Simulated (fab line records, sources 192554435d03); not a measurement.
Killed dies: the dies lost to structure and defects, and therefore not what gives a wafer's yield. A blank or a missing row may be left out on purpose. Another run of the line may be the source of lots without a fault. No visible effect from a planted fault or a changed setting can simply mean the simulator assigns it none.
Struck lot and sound lot, side by side | flow n5-finfet | 19 steps out of a route of 1938
Sound: the wafers L339.1, L339.2, L339.4. The struck wafers were L345.1, L345.4, L345.5. At the end, the cause is stated.
Order at every step that has rows: each side's tool, ch and its chambers, its first start. Under that, the readings that differ: sound wafers | struck wafers | difference of the means | sigmas: that difference in standard deviations of wafers without a fault.
alike: words and numbers the same on both sides, and readings whose means are apart by under 2 such deviations; not compared: readings that were withheld, readings missing a value for some wafer, numbers with overlapping values and no deviation given by the record, and bounds like >300 which may hide the same value.
Wherever a step has rows on one side only, a row that says differs or no value, or a row with sigmas, the two part there. When numbers do not overlap yet have no deviation, they are printed without sigmas and do not part them. Lack of a reading on every wafer of one side parts them only where that side has two or more wafers.

N5_FIN_SAQP_CD_MEAS_37 targets a cd of 8 nm.
  sound on cd-sem-01 at day 3 08:16; struck on cd-sem-03 at day 5 00:12
  alike: cd-nm
then, 3 steps without rows for these wafers: N5_FIN_SAQP_PRECLEAN_38 (cleans in O3/DIW, time 45 s); N5_FIN_SAQP_PRECLEAN_45 (cleans in dHF, time 10 s); N5_FIN_SAQP_SRD_39 (time 30 s).
N5_FIN_SAQP_OCD_MEAS_76:
  sound on ocd-01 at day 3 08:22; struck on ocd-01 at day 5 00:18
  alike: trench-depth-nm
N5_FIN_SAQP_INSPECT_40: inspects for defects (brightfield).
  sound on defect-inspect-02 at day 3 08:24; struck on defect-inspect-01 at day 5 00:20
  alike: raw-defect-count
then, 6 steps without rows for these wafers: N5_FIN_CUT_COAT_18 (time 60 s, resist thk 230 nm); N5_FIN_CUT_COAT_19 (time 60 s, resist thk 20 nm); N5_FIN_CUT_COAT_29 (time 60 s, resist thk 10 nm); N5_FIN_CUT_COAT_02 (resist thk 30 nm); N5_FIN_CUT_EBR_04; N5_FIN_CUT_SOFTBAKE_03 (time 60 s).
N5_FIN_CUT_EXPOSE_05: exposes mask FIN CUT.
  sound on euv-scanner-01 ch 0, day 3 08:34; struck on euv-scanner-01 ch 0, day 5 00:30
  reading                         | sound          | struck      | difference | sigmas
  model.FIN_CUT.overlay-x-nm (nm) | -0.6 -0.6 -0.6 | 4.4 4.4 4.4 | +5.0       |
  alike: mask
then, 2 steps without rows for these wafers: N5_FIN_CUT_PEB_06 (peb time 60 s); N5_FIN_CUT_DEVELOP_07 (develop time 30 s).
N5_FIN_CUT_CD_MEAS_08 targets a cd of 29.1 nm.
  sound on cd-sem-02 ch 0, day 3 08:42; struck on cd-sem-03 ch 0, day 5 00:38
  alike: cd-nm
N5_FIN_CUT_OVL_MEAS_09:
  sound on overlay-01 ch 0, day 3 08:44; struck on overlay-01 ch 0, day 5 00:40
  reading          | sound         | struck      | difference | sigmas
  FIN_CUT_OVL (nm) | 0.0 -0.2 -0.3 | 4.7 4.2 4.6 | +4.7       | +8
N5_FIN_CUT_INSPECT_10: inspects for defects (brightfield).
  sound on defect-inspect-01 at day 3 08:47; struck on defect-inspect-02 at day 5 00:43
  alike: raw-defect-count
-- a jump in the record: the struck wafers' starts before and after are 5 days apart (it breaks off in module FIN_CUT and resumes in module BEOL_M4, where the first step shown is number 1111 of the route) --
N5_BEOL_M4_RC_MEAS_101:
  sound on prober-01 ch 0, day 8 20:08; struck on prober-01 ch 0, day 10 06:15
  alike: DIBL_N, DIBL_P, IOFF_N, IOFF_P, ION_N, ION_P, SS_N, SS_P, VT_N, VT_P

## WHERE THEY PART
Only at N5_FIN_CUT_OVL_MEAS_09, within this record. Later steps at which nothing parts them and some readings are alike: N5_FIN_CUT_INSPECT_10, N5_BEOL_M4_RC_MEAS_101.

WHY: what had been put in by the simulator
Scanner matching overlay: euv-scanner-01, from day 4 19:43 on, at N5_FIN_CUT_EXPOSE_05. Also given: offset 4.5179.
